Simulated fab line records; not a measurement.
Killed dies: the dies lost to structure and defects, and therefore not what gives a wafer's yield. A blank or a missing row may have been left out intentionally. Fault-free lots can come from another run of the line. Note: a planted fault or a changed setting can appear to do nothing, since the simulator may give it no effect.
Code-filled problem report in 8D (eight disciplines) form	flow n5_finfet	the parts of the form that need people (team, actions taken, sign-off) are left out

1. WHAT IS WRONG
M7_ILD_THK at N5_BEOL_M7_THK_MEAS_01 reads a mean of 209.4 nm on 2 wafers of 2 lots; wafers without a fault read 155.2 nm with a standard deviation of 2.2. That puts it +25 standard deviations away from the usual mean.
First observed at day 15 00:39: wafer L781.3, on film_metro-02. The record has a number at this step for 30 wafers belonging to 10 lots. By rule, "out" or "out of limits" means more than 4 standard deviations away from the usual mean. The rest of the wafers with a number are treated as sound.

2. WHAT IT IS AND WHAT IT IS NOT
question	is	is not
which readings at this step	M7_ILD_THK	-
which lots	L781, L787	L774, L777, L779, L780, L788, L789, L792, L794
which wafers of those lots	L781.3, L787.2	L781.2, L781.6, L787.1, L787.4
read on which gauges	film_metro-01, film_metro-02	-
when	from day 15 00:39	up to then (14 sound wafers); but 14 sound wafers of L787, L788, L789, L792, L794 came after

3. SUSPECTS, AND WHAT RULES EACH OUT
Counting: a tool at a process step up to the reading stays a suspect if it ran every lot that is out. Sound lots after the first of them don't rule it out here, since some wafers of a struck lot are sound.
- the gauge at N5_BEOL_M7_THK_MEAS_01 has been ruled out. Those wafers that are out were read across 2 gauges (film_metro-01, film_metro-02).
- pecvd-01 at N5_BEOL_M7_ILD_DEP_00 (deposits SiCOH lowk from DEMS/porogen, target thk 179.75 nm, time 33.4 s): kept. It processed each lot that is out (first: L781, day 15 00:04); up to then, its last sound lot is L779 (day 14 18:43).
- At N5_BEOL_M7_ILD_DEP_00, inside pecvd-01: chamber 1 took the wafers that are out, while their sound lot-mates went through chambers 0, 2.
Left after counting: pecvd-01 at N5_BEOL_M7_ILD_DEP_00.

4. THE CAUSE (what the simulator had put in)
pecvd-01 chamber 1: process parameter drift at N5_BEOL_M7_ILD_DEP_00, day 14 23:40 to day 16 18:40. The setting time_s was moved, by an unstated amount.
Counting left only this tool.

5. SEQUENCE OF EFFECTS, ordered by route
Each row: a reading whose mean over the struck wafers that have a number lies more than 3 standard deviations from the usual. Only readings for which the record gives a usual standard deviation are gone through. hours: the time from each lot's start at the first step in this table that gives one to its start at this step, as a median over the lots. sigmas: the change in usual standard deviations.
hours	step	reading	usual	on struck wafers	change	sigmas
0	N5_BEOL_M7_THK_MEAS_01	M7_ILD_THK	155.2 nm	209.4	+54.2	+25

6. WHAT WOULD HAVE CAUGHT IT SOONER
In this record the first reading out of limits at a measuring or inspecting step was taken at day 15 00:39, 1 hour after the fault began at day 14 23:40.
An alarm limit of 4 standard deviations would not have fired on the tool readings at N5_BEOL_M7_ILD_DEP_00 for which the record gives a usual standard deviation, since none of them was out on any struck wafer.
Of the lots that are out (2), L787 began N5_BEOL_M7_ILD_DEP_00 on pecvd-01 after day 15 00:39. It would have been spared by a hold on the tool at that moment.
